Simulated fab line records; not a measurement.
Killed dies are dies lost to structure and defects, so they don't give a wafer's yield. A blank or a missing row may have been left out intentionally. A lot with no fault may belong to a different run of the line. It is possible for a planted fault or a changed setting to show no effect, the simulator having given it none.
fab line records	flow n5-finfet
record: lots: 8	wafers: 24	last-day: 18
route steps=1938 shown FIN_SAQP@125 BEOL_M4@1111 PASSIVATION@1936
lots with no fault: from the same line, run without faults
start-h: the number of hours between the record's first day and the start of the first shown wafer of the lot	wait-h: time in hours since the lot's previous step	" unchanged from the row above	L1.1+2: several wafers, shown together as one row	- either no value or no given start	* or withheld: withheld	< > ~ a bound
route shown NAME@n: a module of which the file shows steps, and the number in the route of the first	usual: mean/standard deviation taken from wafers without a fault	same: alike in all rows	chamber/n: place in a boat	sites: each site's reading	_std_site: the standard deviation of these	_edge_site: inner sites' mean taken away from outer sites' mean	radius-mm: how far each site lies from the wafer's centre	mask NAME#n: copy n	behind: the last tool/chamber to shape the wafer	hold: reason for holding the lot/hours on hold/outcome of the hold	device: the n, p or np transistor that did not switch	end of line: the same wafers' tests at the end of the route	for a step that has no rows: nothing shown but its recipe	killed: dies that structure and defects cost at the first sort, which is not the same as the wafer's yield	map: the dies of a wafer, with x for killed, . for not killed, _ for no die there
set.NAME: the run value of the setting; set.NAME@STEP: its run value at that earlier step	model.NAME: the simulator's own value behind a step, which no gauge read
steps of the route over a sample of lots; a table a step, a row a wafer
services: when a tool's chamber went out of use (start-h, in hours from the record's first day, below 0 if earlier), for how many hours, and the reason
== steps ==
step: N5_FIN_SAQP_SPACER1_ALD_24
recipe: material: SiO2	target-thk-a: 203	temp-c: 300	ald-precursor-family: BDEAS	ald-co-reactant: O2-plasma	pulse-time-s: 1	purge-time-s: 2	co-reactant-purge-time-s: 2	ald-cycles: 218	pressure-torr: 2
usual: heater-power-w: 507/59	precursor-pulse-height-rel: 1.001/0.02
lot.wafer	tool	chamber	start-h	wait-h	heater-power-w	precursor-pulse-height-rel	since-wet-clean-h
L441.3	ald-sin-01	2	58.98	0.1	505	0.991	248
L441.4	"	1	"	"	499	0.979	248
L441.5	"	2	"	"	482	0.985	-
L443.2	ald-sin-01	1	71.23	0.3	510	0.982	261
L443.3	"	3	"	"	527	0.989	261
L443.6	"	3	"	"	507	0.979	-
L444.2	ald-sin-01	3	78.69	0.3	509	0.994	268
L444.5	"	0	"	"	505	0.981	-
L444.6	"	1	"	"	521	0.984	-
L445.1	ald-sin-04	0	83.63	0.3	557	1.010	181
L445.3	"	1	"	"	439	1.015	181
L445.4	"	3	"	"	496	1.001	181
L447.1	ald-sin-02	3	95.94	1.2	420	0.978	88
L447.3	"	2	"	"	494	0.989	88
L447.5	"	3	"	"	423	1.001	-
L451.1	ald-sin-01	2	120.15	0.4	488	1.017	310
L451.2	"	0	"	"	519	0.979	310
L451.5	"	0	"	"	505	1.009	-
L452.2	ald-sin-04	2	124.81	0.3	634	1.039	222
L452.3	"	3	"	"	482	0.971	222
L452.6	"	0	"	"	560	1.031	-
L458.1	ald-sin-01	3	161.03	0.3	510	1.016	350
L458.3	"	0	"	"	515	1.017	350
L458.5	"	0	"	"	507	1.012	-
step: N5_FIN_SAQP_SPACER2_ETCHBACK_29
recipe: chemistry: CHF3/O2	mode: anisotropic-etchback	target: SiO2	target-depth-a: 122	time-s: 6.1	pressure-mtorr: 30	source-w: 650	bias-w: 170	Ar_flow_sccm: 200	CHF3_flow_sccm: 50	O2_flow_sccm: 5	ion-energy-ev: 200
usual: CHF3_flow_sccm: 49.97/0.16	O2_flow_sccm: 5.001/0.015	drypump-motor-current-A: 5.8/0.5	oes-product-au: 0.76/0.074	rf-vpp-V: 528/12	showerhead-plenum-p-Torr: 2.39/0.083	throttle-valve-pct: 18.88/0.22	time-s: 6.1/0
lot.wafer	tool	chamber	start-h	wait-h	CHF3_flow_sccm	O2_flow_sccm	drypump-motor-current-A	oes-product-au	rf-hours-counter-h	rf-vpp-V	showerhead-plenum-p-Torr	throttle-valve-pct	time-s
L441.3	rie-diel-02	3	61.42	0.2	49.76	5.006	5.6	0.78	131	529	2.44	18.91	6.1
L441.4	"	1	"	"	49.79	4.992	6.2	0.75	175	543	2.51	18.85	6.1
L441.5	"	0	"	"	50.38	4.997	5.3	0.74	-	529	2.29	18.64	6.1
L443.2	rie-diel-02	0	73.61	0.2	-	-	-	-	-	-	-	-	-
L443.3	"	3	"	"	-	-	-	-	-	-	-	-	-
L443.6	"	3	"	"	-	-	-	-	-	-	-	-	-
L444.2	rie-diel-04	2	81.51	0.2	-	-	-	-	-	-	-	-	-
L444.5	"	2	"	"	-	-	-	-	-	-	-	-	-
L444.6	"	1	"	"	-	-	-	-	-	-	-	-	-
L445.1	rie-diel-04	2	85.96	0.2	-	-	-	-	-	-	-	-	-
L445.3	"	1	"	"	-	-	-	-	-	-	-	-	-
L445.4	"	0	"	"	-	-	-	-	-	-	-	-	-
L447.1	rie-diel-04	2	101.16	0.2	50.14	4.995	5.6	0.72	197	527	2.29	18.99	6.1
L447.3	"	1	"	"	49.96	4.978	6.3	0.69	224	510	2.38	18.82	6.1
L447.5	"	1	"	"	49.93	5.009	6.3	0.69	-	509	2.38	18.82	6.1
L451.1	rie-diel-04	1	122.99	0.4	49.98	4.986	6.3	0.69	232	510	2.38	18.84	6.1
L451.2	"	3	"	"	49.74	5.002	6.4	0.92	15	542	2.48	18.96	6.1
L451.5	"	3	"	"	49.97	5.005	6.4	0.94	-	542	2.48	18.96	6.1
L452.2	rie-diel-04	0	128.22	0.2	49.98	5.006	6.7	0.68	236	537	2.28	19.21	6.1
L452.3	"	1	"	"	50.16	5.014	6.3	0.69	233	508	2.37	18.84	6.1
L452.6	"	3	"	"	50.03	4.990	6.4	0.93	-	541	2.48	18.97	6.1
L458.1	rie-diel-04	0	163.47	0.2	50.05	4.975	6.7	0.67	249	536	2.27	19.24	6.1
L458.3	"	3	"	"	50.07	5.007	6.4	0.90	30	540	2.47	18.98	6.1
L458.5	"	1	"	"	49.97	4.970	6.3	0.68	-	510	2.37	18.86	6.1
step: N5_FIN_SAQP_MANDREL2_REMOVE_60
recipe: chemistry: HBr/Cl2/O2	bt-time-s: 10	target: a-Si	stop-on: SiNx	endpoint: OES-SiCl	over-etch-frac: 1	icp-w: 600	bias-w: 22	HBr_flow_sccm: 150	Cl2_flow_sccm: 80	O2_flow_sccm: 5	pressure-mtorr: 10
usual: drypump-motor-current-A: 5.9/0.4	oes-product-au: 0.998/0.019	throttle-valve-pct: 36.7/0.35
lot.wafer	tool	chamber	start-h	wait-h	drypump-motor-current-A	oes-product-au	rf-hours-counter-h	throttle-valve-pct
L441.3	rie-si-02	2	61.51	0.1	5.3	1.033	53	36.9
L441.4	"	1	"	"	5.8	0.987	16	36.0
L441.5	"	0	"	"	6.6	1.005	-	37.1
L443.2	rie-si-02	0	73.70	0.1	6.6	0.375	112	37.1
L443.3	"	1	"	"	5.8	0.370	16	36.0
L443.6	"	3	"	"	6.2	0.369	-	36.6
L444.2	rie-si-02	3	81.60	0.1	6.2	0.361	64	36.6
L444.5	"	3	"	"	6.2	0.370	-	36.6
L444.6	"	0	"	"	6.6	0.379	-	37.1
L445.1	rie-si-02	3	86.04	0.1	6.2	0.367	64	36.6
L445.3	"	2	"	"	5.4	0.387	53	36.9
L445.4	"	0	"	"	6.6	0.378	112	37.1
L447.1	rie-si-02	3	101.24	0.1	6.2	0.969	64	36.6
L447.3	"	0	"	"	6.6	0.991	112	37.1
L447.5	"	2	"	"	5.3	1.025	-	36.9
L451.1	rie-si-03	3	123.08	0.1	5.6	1.038	116	36.9
L451.2	"	0	"	"	5.5	1.007	43	36.6
L451.5	"	1	"	"	5.8	1.004	-	36.5
L452.2	rie-si-02	2	128.30	0.1	5.4	1.023	54	36.9
L452.3	"	1	"	"	5.7	0.982	17	36.0
L452.6	"	0	"	"	6.6	0.992	-	37.1
L458.1	rie-si-02	2	163.56	0.1	5.4	1.026	55	36.9
L458.3	"	1	"	"	5.8	0.989	18	36.0
L458.5	"	0	"	"	6.6	1.003	-	37.1
step: N5_FIN_SAQP_CD_MEAS_31
recipe: target-cd-nm: 8	landing-energy-ev: 1000	detector: se-inlens	polarity: line
usual: cd-nm: 8.07/0.21
lot.wafer	tool	chamber	start-h	wait-h	cd-nm
L441.3	cd-sem-02	0	61.63	0.1	7.92
L441.4	"	0	"	"	8.16
L441.5	"	0	"	"	7.82
L443.2	cd-sem-03	0	73.81	0.1	-
L443.3	"	0	"	"	-
L443.6	"	0	"	"	-
L444.2	cd-sem-03	0	81.71	0.1	-
L444.5	"	0	"	"	-
L444.6	"	0	"	"	-
L445.1	cd-sem-03	0	86.15	0.1	-
L445.3	"	0	"	"	-
L445.4	"	0	"	"	-
L447.1	cd-sem-01	0	101.35	0.1	8.01
L447.3	"	0	"	"	7.95
L447.5	"	0	"	"	8.10
L451.1	cd-sem-01	0	123.19	0.1	8.03
L451.2	"	0	"	"	8.36
L451.5	"	0	"	"	7.92
L452.2	cd-sem-03	0	128.42	0.1	7.77
L452.3	"	0	"	"	7.93
L452.6	"	0	"	"	8.01
L458.1	cd-sem-03	0	163.67	0.1	8.16
L458.3	"	0	"	"	8.03
L458.5	"	0	"	"	7.70
step: N5_FIN_SAQP_ETCH_34
recipe: chemistry: C4F6/O2	target: SiO2	target-depth-a: 450	time-s: 15	ion-energy-ev: 250	pressure-mtorr: 30	source-w: 345	bias-w: 185	Ar_flow_sccm: 300	C4F6_flow_sccm: 10	O2_flow_sccm: 10	ends: cleared
usual: drypump-motor-current-A: 5.8/0.49	etch-rf-on-time-s: 14.90/0.24	oes-product-au: 0.65/0.063	rf-vpp-V: 669/16	showerhead-plenum-p-Torr: 2.82/0.096	throttle-valve-pct: 21.05/0.25
lot.wafer	tool	chamber	start-h	wait-h	drypump-motor-current-A	etch-rf-on-time-s	oes-product-au	rf-hours-counter-h	rf-vpp-V	showerhead-plenum-p-Torr	throttle-valve-pct
L441.3	rie-diel-02	0	61.76	0.0	5.3	15.14	0.62	166	672	2.70	20.71
L441.4	"	3	"	"	5.6	14.72	0.66	131	671	2.88	21.11
L441.5	"	2	"	"	5.3	15.19	0.62	-	665	2.95	21.36
L443.2	rie-diel-04	0	74.31	0.0	6.7	15.03	0.60	217	682	2.70	21.37
L443.3	"	2	"	"	5.6	15.40	0.62	187	669	2.70	21.06
L443.6	"	1	"	"	6.3	14.98	0.59	-	646	2.81	20.90
L444.2	rie-diel-04	1	81.83	0.0	6.3	14.73	0.60	217	646	2.81	20.89
L444.5	"	1	"	"	6.3	14.75	0.60	-	646	2.81	20.90
L444.6	"	0	"	"	6.7	15.02	0.59	-	682	2.70	21.35
L445.1	rie-diel-03	3	86.27	0.0	5.7	15.22	0.61	225	632	2.71	21.32
L445.3	"	1	"	"	5.3	14.75	0.77	33	667	2.88	20.65
L445.4	"	0	"	"	5.6	14.71	0.65	156	674	2.83	20.81
L447.1	rie-diel-04	0	101.47	0.0	6.7	14.73	0.59	227	681	2.70	21.37
L447.3	"	2	"	"	5.6	15.08	0.62	197	669	2.70	21.08
L447.5	"	2	"	"	5.6	15.07	0.62	-	669	2.70	21.10
L451.1	rie-diel-03	2	123.44	0.0	5.4	14.91	0.70	77	680	2.87	20.81
L451.2	"	3	"	"	5.7	15.21	0.61	238	630	2.71	21.33
L451.5	"	3	"	"	5.7	15.28	0.60	-	632	2.70	21.34
L452.2	rie-diel-02	0	128.58	0.0	5.3	14.92	0.63	187	670	2.70	20.75
L452.3	"	1	"	"	6.2	14.74	0.63	199	691	2.96	21.07
L452.6	"	0	"	"	5.3	14.88	0.62	-	669	2.70	20.77
L458.1	rie-diel-04	2	163.95	0.0	5.6	15.34	0.60	222	669	2.69	21.13
L458.3	"	1	"	"	6.3	14.86	0.58	247	646	2.79	20.94
L458.5	"	0	"	"	6.7	15.17	0.58	-	679	2.69	21.41
step: N5_FIN_SAQP_STRIP_77
recipe: chemistry: N2/H2	time-s: 90	power-w: 100	temp-c: 40	pressure-mtorr: 100	rf-frequency-hz: 6e+07	bias-power-w: 3	n2-flow-sccm: 300	h2-flow-sccm: 300
usual: drypump-motor-current-A: 5.8/0.49	oes-product-au: 0.76/0.076	rf-vpp-V: 45.3/0.84	showerhead-plenum-p-Torr: 3.35/0.11	throttle-valve-pct: 12.25/0.27
same: time-s: 90
lot.wafer	tool	chamber	start-h	wait-h	drypump-motor-current-A	oes-product-au	rf-hours-counter-h	rf-vpp-V	showerhead-plenum-p-Torr	throttle-valve-pct
L441.3	rie-diel-02	0	61.78	0.0	5.3	0.75	166	45.5	3.21	11.98
L441.4	"	3	"	"	5.6	0.77	131	46.9	3.38	12.16
L441.5	"	2	"	"	5.2	0.72	-	44.0	3.52	12.65
L443.2	rie-diel-04	0	74.33	0.0	6.7	0.71	217	45.2	3.23	12.58
L443.3	"	2	"	"	5.6	0.75	187	45.8	3.23	12.32
L443.6	"	1	"	"	6.3	0.70	-	44.5	3.34	12.20
L444.2	rie-diel-04	1	81.85	0.0	6.3	0.69	217	46.3	3.34	12.20
L444.5	"	1	"	"	6.3	0.69	-	46.4	3.34	12.19
L444.6	"	0	"	"	6.7	0.70	-	45.1	3.23	12.61
L445.1	rie-diel-03	3	86.29	0.0	5.7	0.72	225	44.4	3.19	12.48
L445.3	"	1	"	"	5.3	0.90	33	45.3	3.45	11.79
L445.4	"	0	"	"	5.7	0.76	156	45.4	3.39	12.24
L447.1	rie-diel-04	0	101.49	0.0	6.7	0.70	227	45.0	3.22	12.62
L447.3	"	2	"	"	5.6	0.74	197	44.9	3.23	12.35
L447.5	"	2	"	"	5.6	0.74	-	44.2	3.23	12.34
L451.1	rie-diel-03	2	123.46	0.0	5.4	0.82	77	44.4	3.39	11.89
L451.2	"	3	"	"	5.7	0.70	238	45.7	3.18	12.51
L451.5	"	3	"	"	5.7	0.69	-	45.6	3.18	12.50
L452.2	rie-diel-02	0	128.60	0.0	5.3	0.72	187	45.0	3.20	12.02
L452.3	"	1	"	"	6.2	0.73	199	46.7	3.49	12.32
L452.6	"	0	"	"	5.3	0.72	-	43.8	3.20	12.04
L458.1	rie-diel-04	2	163.97	0.0	5.6	0.71	222	45.0	3.21	12.39
L458.3	"	1	"	"	6.3	0.67	247	46.2	3.32	12.30
L458.5	"	0	"	"	6.7	0.67	-	44.6	3.21	12.66
step: N5_BEOL_M4_RC_MEAS_101
usual: DIBL_N: 35.8/1.6	DIBL_P: 36.0/1.9	IOFF_N: 0.151/0.029	IOFF_P: 0.21/0.037	ION_N: 673/12	ION_P: 463/7.3	SS_N: 71.5/0.58	SS_P: 73.2/0.61	VT_N: 251/3.3	VT_P: -250/3.3
lot.wafer	tool	chamber	start-h	wait-h	DIBL_N[mV/V]	DIBL_P[mV/V]	IOFF_N[nA/um]	IOFF_P[nA/um]	ION_N[uA/um]	ION_P[uA/um]	SS_N[mV/dec]	SS_P[mV/dec]	VT_N[mV]	VT_P[mV]
L441.3	prober-02	0	205.15	0.3	36.1	36.8	0.167	0.26	682	469	71.8	73.0	248	-249
L441.4	"	0	"	"	37.2	37.7	0.183	0.29	678	469	71.8	73.2	248	-244
L441.5	"	0	"	"	37.6	38.2	0.205	0.31	691	478	72.7	73.7	246	-241
L447.1	prober-02	0	249.39	0.0	34.1	33.3	0.110	0.15	647	447	71.5	72.4	252	-255
L447.3	"	0	"	"	35.6	35.7	0.138	0.17	674	459	71.9	73.0	251	-252
L447.5	"	0	"	"	34.4	35.0	0.121	0.17	664	455	70.9	73.3	253	-253
L452.2	prober-01	0	277.44	0.2	33.5	33.6	0.129	0.17	672	457	70.5	72.7	254	-252
L452.3	"	0	"	"	34.4	34.1	0.130	0.18	676	465	70.6	72.7	253	-252
L452.6	"	0	"	"	33.5	32.7	0.115	0.17	656	456	70.9	72.2	255	-252
L451.1	prober-02	0	278.49	0.0	35.2	33.6	0.151	0.21	688	470	71.8	73.0	250	-247
L451.2	"	0	"	"	38.9	39.2	0.229	0.31	695	476	71.9	74.0	244	-245
L451.5	"	0	"	"	35.8	35.5	0.163	0.24	678	470	72.0	73.4	248	-246
L458.1	prober-01	0	314.57	0.0	34.7	35.1	0.136	0.19	671	457	70.9	72.2	252	-252
L458.3	"	0	"	"	35.3	36.0	0.142	0.21	664	459	71.9	73.1	252	-251
L458.5	"	0	"	"	34.8	35.4	0.128	0.20	660	456	71.4	72.6	254	-253
step: N5_PASSIVATION_PROBE_49
usual: killed_at_M0_to_M3: 37/12	killed_at_M4_up: 14/5.3	killed-at-contacts: 12/6.2	killed-at-front-end: 41/11	killed-at-other: 3.7/2.9	killed-dies: 107/17	killed-on-rim: 14/4.4	killed-open: 71/12	killed-short: 34/7.9
same: gross-dies: 1180	killed-at-back-side: 0
lot.wafer	tool	chamber	start-h	wait-h	killed_at_M0_to_M3	killed_at_M4_up	killed-at-contacts	killed-at-front-end	killed-at-other	killed-dies	killed-on-rim	killed-open	killed-short
L441.3	prober-01	-	310.99	0.1	51	10	9	31	4	105	18	74	31
L441.4	prober-01	-	311.04	0.2	25	16	17	32	2	92	13	65	27
L441.5	prober-01	-	311.09	0.2	40	19	12	35	1	107	13	75	32
L444.2	prober-02	-	317.48	0.1	46	12	21	1100	1	1180	152	74	27
L444.5	prober-02	-	317.63	0.2	47	8	13	1109	3	1180	152	76	29
L444.6	prober-02	-	317.68	0.3	40	10	6	1124	0	1180	152	62	27
L443.2	prober-02	-	325.09	0.1	37	10	2	1131	0	1180	152	61	35
L443.3	prober-02	-	325.14	0.1	31	11	20	1114	4	1180	152	67	32
L443.6	prober-02	-	325.29	0.3	33	15	8	1123	1	1180	152	69	37
L445.1	prober-02	-	341.82	0.0	52	11	11	1102	4	1180	152	93	36
L445.3	prober-02	-	341.92	0.1	32	21	18	1107	2	1180	152	69	33
L445.4	prober-02	-	341.97	0.2	35	13	10	1114	8	1180	152	71	38
L447.1	prober-01	-	353.36	0.0	36	20	1	24	0	81	12	58	23
L447.3	prober-01	-	353.46	0.1	49	26	6	31	6	118	8	85	32
L447.5	prober-01	-	353.56	0.2	38	20	4	51	1	114	12	90	24
L452.2	prober-01	-	387.45	0.1	37	25	7	54	5	128	16	86	41
L452.3	prober-01	-	387.50	0.1	26	12	13	42	4	97	9	66	28
L452.6	prober-01	-	387.65	0.3	35	13	22	57	1	128	23	82	38
L451.1	prober-02	-	389.00	0.0	36	6	7	40	3	92	21	64	22
L451.2	prober-02	-	389.05	0.1	44	14	15	36	2	111	22	77	31
L451.5	prober-02	-	389.20	0.2	46	20	31	35	12	144	20	103	36
L458.1	prober-02	-	426.06	0.0	38	18	7	58	3	124	17	86	35
L458.3	prober-02	-	426.16	0.1	27	16	5	43	4	95	12	55	40
L458.5	prober-02	-	426.26	0.2	41	19	11	49	2	122	13	73	47
killed by level:class
L441.3 BEOL_M0_SAQP:geometric-particle:open=16 BEOL_M0_SAQP:geometric-particle:short=12 STI_FIN_REVEAL:geometric-particle:open=9 BEOL_M1:geometric-particle:open=8 MOL_CONTACT_COAG:geometric-particle:open=7 BEOL_M3:geometric-particle:open=6 BEOL_M2:geometric-particle:open=5 FIN_SAQP:geometric-particle:short=4
L441.4 MOL_CONTACT_COAG:geometric-particle:open=12 STI_FIN_REVEAL:geometric-particle:open=7 BEOL_M0_SAQP:geometric-particle:short=7 BEOL_M0_SAQP:geometric-particle:open=7 BEOL_M4:geometric-particle:open=7 FIN_SAQP:geometric-particle:open=5 FIN_SAQP:geometric-particle:short=5 MOL_CONTACT_COAG:geometric-particle:short=5
L441.5 BEOL_M0_SAQP:geometric-particle:short=11 FIN_SAQP:geometric-particle:open=9 MOL_CONTACT_COAG:geometric-particle:open=9 BEOL_M2:geometric-particle:open=9 BEOL_M0_SAQP:geometric-particle:open=7 BEOL_M1:geometric-particle:open=7 BEOL_M4:geometric-particle:open=7 DUMMY_GATE:geometric-particle:open=5
L444.2 FIN_SAQP:area-etchback=1078 MOL_CONTACT_COAG:geometric-particle:open=17 BEOL_M3:geometric-particle:open=12 BEOL_M2:geometric-particle:open=8 DUMMY_GATE:geometric-particle:open=7 BEOL_M5:geometric-particle:open=6 BEOL_M0_SAQP:geometric-particle:short=6 BEOL_M0_SAQP:geometric-particle:open=6
L444.5 FIN_SAQP:area-etchback=1074 BEOL_M0_SAQP:geometric-particle:open=13 BEOL_M3:geometric-particle:open=12 STI_FIN_REVEAL:geometric-particle:open=11 MOL_CONTACT_COAG:geometric-particle:open=9 BEOL_M1:geometric-particle:open=6 DUMMY_GATE:geometric-particle:short=5 BEOL_M1:geometric-particle:short=5
L444.6 FIN_SAQP:area-etchback=1091 BEOL_M2:geometric-particle:open=10 BEOL_M0_SAQP:geometric-particle:open=10 BEOL_M0_SAQP:geometric-particle:short=9 STI_FIN_REVEAL:geometric-particle:open=6 GATE_CUT:geometric-particle:open=5 MOL_CONTACT_COAG:geometric-particle:open=5 BEOL_M3:geometric-particle:open=5
L443.2 FIN_SAQP:area-etchback=1084 FIN_SAQP:geometric-particle:open=18 BEOL_M0_SAQP:geometric-particle:short=13 BEOL_M0_SAQP:geometric-particle:open=10 BEOL_M2:geometric-particle:open=9 STI_FIN_REVEAL:geometric-particle:open=8 GATE_CUT:geometric-particle:short=4 STARTING-WAFER:geometric-particle:short=4
L443.3 FIN_SAQP:area-etchback=1081 MOL_CONTACT_COAG:geometric-particle:open=16 FIN_SAQP:geometric-particle:open=12 FIN_SAQP:geometric-particle:short=11 BEOL_M0_SAQP:geometric-particle:open=11 BEOL_M0_SAQP:geometric-particle:short=9 BEOL_M2:geometric-particle:open=7 STI_FIN_REVEAL:geometric-particle:open=5
L443.6 FIN_SAQP:area-etchback=1074 FIN_SAQP:geometric-particle:open=12 BEOL_M0_SAQP:geometric-particle:short=11 FIN_SAQP:geometric-particle:short=10 STI_FIN_REVEAL:geometric-particle:open=10 MOL_CONTACT_COAG:geometric-particle:open=6 BEOL_M0_SAQP:geometric-particle:open=6 BEOL_M2:geometric-particle:open=5
L445.1 FIN_SAQP:area-etchback=1051 BEOL_M0_SAQP:geometric-particle:open=13 BEOL_M3:geometric-particle:open=12 MOL_CONTACT_COAG:geometric-particle:open=11 FIN_SAQP:geometric-particle:open=10 FIN_SAQP:geometric-particle:short=10 GATE_CUT:geometric-particle:short=9 BEOL_M1:geometric-particle:open=9
L445.3 FIN_SAQP:area-etchback=1077 MOL_CONTACT_COAG:geometric-particle:open=13 STI_FIN_REVEAL:geometric-particle:open=9 BEOL_M4:geometric-particle:open=9 BEOL_M3:geometric-particle:open=7 FIN_SAQP:geometric-particle:short=5 MOL_CONTACT_COAG:geometric-particle:short=5 BEOL_M0_SAQP:geometric-particle:short=5
L445.4 FIN_SAQP:area-etchback=1071 BEOL_M0_SAQP:geometric-particle:open=14 BEOL_M0_SAQP:geometric-particle:short=10 GATE_CUT:geometric-particle:open=10 DUMMY_GATE:geometric-particle:open=8 MOL_CONTACT_COAG:geometric-particle:open=8 STI_FIN_REVEAL:geometric-particle:open=6 FIN_SAQP:geometric-particle:short=5
L447.1 BEOL_M1:geometric-particle:open=15 BEOL_M4:geometric-particle:open=14 BEOL_M3:geometric-particle:open=8 FIN_SAQP:geometric-particle:open=6 GATE_CUT:geometric-particle:short=6 BEOL_M2:geometric-particle:open=5 BEOL_M4:geometric-particle:short=4 FIN_SAQP:geometric-particle:short=2
L447.3 BEOL_M1:geometric-particle:open=17 BEOL_M4:geometric-particle:open=17 FIN_SAQP:geometric-particle:open=12 BEOL_M2:geometric-particle:open=10 FIN_SAQP:geometric-particle:short=7 BEOL_M0_SAQP:geometric-particle:short=6 MOL_CONTACT_COAG:geometric-particle:open=5 PAD_METAL:geometric-particle:open=5
L447.5 FIN_SAQP:geometric-particle:open=28 BEOL_M1:geometric-particle:open=14 BEOL_M4:geometric-particle:open=13 BEOL_M0_SAQP:geometric-particle:short=5 BEOL_M0:geometric-particle:open=5 BEOL_M2:geometric-particle:open=5 STI_FIN_REVEAL:geometric-particle:open=4 MOL_CONTACT_COAG:geometric-particle:open=4
L452.2 STI_FIN_REVEAL:geometric-particle:open=22 BEOL_M4:geometric-particle:open=16 BEOL_M3:geometric-particle:open=11 BEOL_M2:geometric-particle:open=9 STI_FIN_REVEAL:geometric-particle:short=7 MOL_CONTACT_COAG:geometric-particle:open=7 BEOL_M0_SAQP:geometric-particle:short=7 FIN_SAQP:geometric-particle:open=6
L452.3 DUMMY_GATE:geometric-particle:open=14 MOL_CONTACT_COAG:geometric-particle:open=9 BEOL_M0_SAQP:geometric-particle:short=8 BEOL_M2:geometric-particle:open=8 BEOL_M0_SAQP:geometric-particle:open=7 FIN_SAQP:geometric-particle:short=6 STI_FIN_REVEAL:geometric-particle:open=6 BEOL_M6:geometric-particle:open=5
L452.6 STI_FIN_REVEAL:geometric-particle:open=17 MOL_CONTACT_COAG:geometric-particle:open=17 BEOL_M2:geometric-particle:open=12 BEOL_M0_SAQP:geometric-particle:short=9 FIN_SAQP:geometric-particle:short=8 DUMMY_GATE:geometric-particle:open=8 BEOL_M0_SAQP:geometric-particle:open=8 MOL_CONTACT_COAG:geometric-particle:short=5
L451.1 BEOL_M2:geometric-particle:open=10 STI_FIN_REVEAL:geometric-particle:open=8 BEOL_M3:geometric-particle:open=8 FIN_SAQP:geometric-particle:open=7 MOL_CONTACT_COAG:geometric-particle:open=7 BEOL_M1:geometric-particle:open=6 BEOL_M0_SAQP:geometric-particle:short=4 HKMG_FIN:area-etch=4
L451.2 STI_FIN_REVEAL:geometric-particle:open=17 MOL_CONTACT_COAG:geometric-particle:open=13 BEOL_M0_SAQP:geometric-particle:short=9 BEOL_M0_SAQP:geometric-particle:open=8 BEOL_M2:geometric-particle:open=8 BEOL_M5:geometric-particle:open=6 BEOL_M0:geometric-particle:open=5 BEOL_M1:geometric-particle:open=4
L451.5 MOL_CONTACT_COAG:geometric-particle:open=26 BEOL_M1:geometric-particle:open=15 STI_FIN_REVEAL:geometric-particle:open=10 BEOL_M0_SAQP:geometric-particle:short=8 BEOL_M2:geometric-particle:open=7 BEOL_M4:geometric-particle:open=7 MOL_CONTACT_COAG:geometric-particle:short=5 BEOL_M3:geometric-particle:open=5
L458.1 FIN_SAQP:geometric-particle:open=16 FIN_SAQP:geometric-particle:short=13 BEOL_M0_SAQP:geometric-particle:open=9 BEOL_M0_SAQP:geometric-particle:short=8 BEOL_M2:geometric-particle:open=7 BEOL_M3:geometric-particle:open=7 BEOL_M4:geometric-particle:open=7 MOL_CONTACT_COAG:geometric-particle:open=6
L458.3 FIN_SAQP:geometric-particle:short=9 BEOL_M4:geometric-particle:open=8 FIN_SAQP:geometric-particle:open=7 BEOL_M0_SAQP:geometric-particle:short=7 BEOL_M0_SAQP:geometric-particle:open=6 STI_FIN_REVEAL:geometric-particle:open=5 GATE_CUT:geometric-particle:short=5 BEOL_M2:geometric-particle:open=4
L458.5 BEOL_M0_SAQP:geometric-particle:short=15 DUMMY_GATE:geometric-particle:open=11 MOL_CONTACT_COAG:geometric-particle:open=10 BEOL_M4:geometric-particle:open=10 GATE_CUT:geometric-particle:short=9 BEOL_M3:geometric-particle:open=8 BEOL_M0_SAQP:geometric-particle:open=8 FIN_SAQP:geometric-particle:short=7
== services ==
tool	chamber	start-h	hours	kind
rie-diel-02	-	35.30	0.6	repair
rie-diel-04	0	42.81	21.2	repair
rie-diel-04	3	64.18	-	clean
rie-diel-04	3	64.18	-	consumable-replace:focus-ring
rie-diel-04	3	64.18	21.7	scheduled-down
rie-diel-04	3	64.18	21.7	vent-cycle
rie-diel-03	0	64.56	13.4	repair
rie-diel-02	0	79.64	8.6	repair
rie-diel-02	1	79.64	3.7	repair
ald-sin-01	2	96.95	11.7	repair
ald-sin-02	-	99.08	3.6	repair
ald-sin-02	-	119.38	2.8	pm
rie-diel-02	-	145.40	4.3	pm
rie-si-02	3	146.81	3.9	repair
rie-diel-03	3	158.12	-	clean
rie-diel-03	3	158.12	-	consumable-replace:focus-ring
rie-diel-03	3	158.12	-	consumable-replace:showerhead
rie-diel-03	3	158.12	16.4	scheduled-down
rie-diel-03	3	158.12	16.4	vent-cycle
ald-sin-04	-	161.65	6.1	pm
rie-diel-02	-	163.03	3.2	repair
== key ==
first-sign: step: N5_FIN_SAQP_SPACER2_ETCHBACK_29	reading: tool-record	direction: missing
effect: step: N5_FIN_SAQP_MANDREL2_REMOVE_60	reading: oes-product-au	direction: down	sigmas: 34	usual: 0.998	struck: 0.373
effect: step: N5_FIN_SAQP_CD_MEAS_31	reading: cd-nm	direction: missing
effect: step: N5_PASSIVATION_PROBE_49	reading: killed-at-front-end	direction: up	sigmas: 99+	usual: 41	struck: 1114
more-kills-born-at: N5_FIN_SAQP_SPACER2_ETCHBACK_29@rie-diel-04: 6440	N5_FIN_SAQP_SPACER2_ETCHBACK_29@rie-diel-02: 3229
met-at N5_FIN_SAQP_SPACER2_ETCHBACK_29
struck-lots L443,L444,L445
later-rows-left-out L443.2,L443.3,L443.6,L444.2,L444.5,L444.6,L445.1,L445.3,L445.4
tester-left-out L443,L444,L445
not-acting-at N5_FIN_SAQP_SPACER1_ALD_24,N5_FIN_SAQP_ETCH_34,N5_FIN_SAQP_STRIP_77
onset-between 61.42 73.61
fault: kind: skipped-step-whole	tool: rie-diel-02,rie-diel-04	chamber: -	onset-h: 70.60	steps: N5_FIN_SAQP_SPACER2_ETCHBACK_29	scope: struck-lots-only
tester-left-out: of these lots the tester's yield and bins aren't shown, on N5 and GAA mostly nor the transistor test; their killed dies are dies lost to structure and defects alone, not to doping, threshold or leakage, so they don't give the yield
later-rows-left-out: the simulator's readings of these wafers behind a module that went badly wrong aren't trusted and aren't shown, but for the sort
